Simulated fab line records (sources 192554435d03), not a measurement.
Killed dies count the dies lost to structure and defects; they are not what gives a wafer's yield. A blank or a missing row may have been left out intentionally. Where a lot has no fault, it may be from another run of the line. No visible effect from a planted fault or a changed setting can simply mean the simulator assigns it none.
Matching of chambers / flow n5Finfet / N5_BEOL_M11_CURE_72 on uvCure-02: 3 sister chambers
The step cures SiCOH lowk, time 120 s. 3 wafers are shown with their chamber, then 8 later ones without.

== WAFERS WITH THEIR CHAMBER ==
wafer=L084.6 chamber=0 wafer_temp_C_max=371.5
wafer=L091.5 chamber=2 wafer_temp_C_max=372.2
wafer=L096.1 chamber=1 wafer_temp_C_max=372.1

== WAFERS WITH NO CHAMBER GIVEN ==
wafer=L096.5 wafer_temp_C_max=371.7
wafer=L096.6 wafer_temp_C_max=371.4
wafer=L097.1 wafer_temp_C_max=371.5
wafer=L097.3 wafer_temp_C_max=371.7
wafer=L097.4 wafer_temp_C_max=371.2
wafer=L097.2 wafer_temp_C_max=371.2
wafer=L097.5 wafer_temp_C_max=371.4
wafer=L097.6 wafer_temp_C_max=371.5

== WHICH CHAMBER EACH ONE RAN IN ==
wafer=L096.5; from the rows above=can't be placed: 0 or 1 or 2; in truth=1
wafer=L096.6; from the rows above=0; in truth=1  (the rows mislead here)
wafer=L097.1; from the rows above=0; in truth=0
wafer=L097.3; from the rows above=can't be placed: 0 or 1 or 2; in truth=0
wafer=L097.4; from the rows above=0; in truth=0
wafer=L097.2; from the rows above=0; in truth=0
wafer=L097.5; from the rows above=0; in truth=0
wafer=L097.6; from the rows above=0; in truth=0
Correct placement for 5 of the 8. Not placeable from these rows: 2 (in 2, the candidates include the true chamber). 1 placed wrongly.
How it was worked out, from the rows above alone: a wafer's distance from a chamber is the root of the sum, over the readings, of the square of ((its reading less the chamber's mean) divided by the reading's scatter). If the next closest chamber is less than 2 further off than the closest, the wafer can't be placed; otherwise it belongs to the closest. Each chamber's mean is taken over the wafers shown for it. The scatter: root of mean squared gap, hidden wafer to nearest shown wafer, with one shown wafer a chamber.
